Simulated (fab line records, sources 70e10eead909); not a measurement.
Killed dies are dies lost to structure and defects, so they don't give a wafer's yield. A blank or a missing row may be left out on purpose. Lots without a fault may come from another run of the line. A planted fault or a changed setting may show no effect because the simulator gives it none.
A struck lot beside a sound one | flow nand_harc | 15 steps out of a route of 1302
Sound: wafers L931.2, L931.4, L931.5. Struck: wafers L942.1, L942.3, L942.5. The cause comes at the end.
At each step with rows: each side's tool, then ch and its chambers, then its first start. Under that, the readings that differ: sound wafers | struck wafers | difference of the means | sigmas: that difference in standard deviations of wafers without a fault.
alike: readings whose means differ by less than 2 such deviations, and words and numbers that are the same on both sides. not compared: withheld readings, readings that some wafer has no value for, bounds like >300 that may hide the same value, and numbers for which the record gives no deviation and whose values overlap.
The two part at a step that has a row with sigmas, a row that says differs or no value, or rows on one side only. Numbers that don't overlap but have no deviation are shown without sigmas and don't part them. A reading that every wafer of one side lacks parts them only if that side has two wafers or more.

NHARC_A_SGD_CUT_THK_MEAS_22: measures by ellipsometry.
  sound on film_metro-02, day 24 09:19; struck on film_metro-01, day 28 12:59
  alike: thk_nm
then, 2 steps without rows for these wafers: NHARC_A_SGD_CUT_SRD_23; NHARC_A_SGD_CUT_ETCH_26 (etches SiO2 in dHF, target depth 45.8 nm).
NHARC_A_SGD_CUT_ETCHBACK_24: etches the open film in CH3F/O2, target depth 50 nm, time 92.857 s.
  sound on rie_diel-04 ch 0,2,3, day 24 09:34; struck on rie_diel-08 ch 0,1,2, day 28 13:14
  reading               | sound          | struck         | difference | sigmas
  oes_product_au (a.u.) | 0.98 1.00 1.02 | 0.94 0.94 0.91 | -0.07      | -2
  alike: drypump_motor_current_A, rf_fwd_power_W, rf_vpp_V, showerhead_plenum_p_Torr, throttle_valve_pct
  not compared: rf_hours_counter_h
NHARC_A_SGD_CUT_STRIP_28: strips in O2, time 20 s.
  sound on rie_diel-04 ch 2,3; struck on rie_diel-08 ch 1,2
  alike: drypump_motor_current_A, oes_product_au, rf_vpp_V, showerhead_plenum_p_Torr, throttle_valve_pct
  not compared: rf_hours_counter_h
NHARC_A_SGD_CUT_INSPECT_25:
  sound on defect_inspect-02, day 24 09:47; struck on defect_inspect-02, day 28 13:28
  alike: raw_defect_count
NHARC_A_SLIT_DEP_25: deposits SiO2, target thk 200 nm.
  sound on pecvd-02 ch 0,1, day 24 09:55; struck on pecvd-04 ch 0,2, day 28 13:31
  alike: heater_power_outer_w, heater_power_w, rf_fwd_power_W, throttle_valve_pct
NHARC_A_SLIT_DEP_00: deposits aC, target thk 6200 nm.
  sound on acl_dep-03 ch 0, day 24 10:53; struck on acl_dep-03 ch 0, day 28 14:02
  alike: throttle_valve_pct
NHARC_A_SLIT_DEP_23: deposits SiON, target thk 100 nm.
  sound on pecvd-04 ch 1,2, day 24 14:01; struck on pecvd-04 ch 0,1,2, day 28 17:53
  alike: heater_power_outer_w, heater_power_w, rf_fwd_power_W
then, 3 steps without rows for these wafers: NHARC_A_SLIT_DEHYDRATE_01 (time 120 s); NHARC_A_SLIT_HMDS_02 (time 30 s); NHARC_A_SLIT_COAT_03 (resist thk 90 nm).
NHARC_A_SLIT_SOFTBAKE_04: time 55 s.
  sound on litho_track-04 ch 0, day 24 14:00; struck on litho_track-06 ch 0, day 28 18:00
  reading                  | sound                | struck               | difference | sigmas
  heater_power_total_W (W) | 188.28 188.80 188.31 | 193.02 193.27 193.12 | +4.67      | +31
then, 1 step without rows for these wafers: NHARC_A_SLIT_EBR_05.
-- the record jumps here: 5 days lie between the struck wafers' starts before and after (it left off in module A_SLIT and takes up again in module END, whose first step shown is number 1302 of the route) --
NHARC_END_SORT_01:
  the record has rows for the struck wafers here (prober-01 ch 0, day 34 03:19) and none for the sound ones

WHERE THEY PART
First at NHARC_A_SGD_CUT_ETCHBACK_24; last, within this record, at NHARC_END_SORT_01.

WHY: what the simulator had put in
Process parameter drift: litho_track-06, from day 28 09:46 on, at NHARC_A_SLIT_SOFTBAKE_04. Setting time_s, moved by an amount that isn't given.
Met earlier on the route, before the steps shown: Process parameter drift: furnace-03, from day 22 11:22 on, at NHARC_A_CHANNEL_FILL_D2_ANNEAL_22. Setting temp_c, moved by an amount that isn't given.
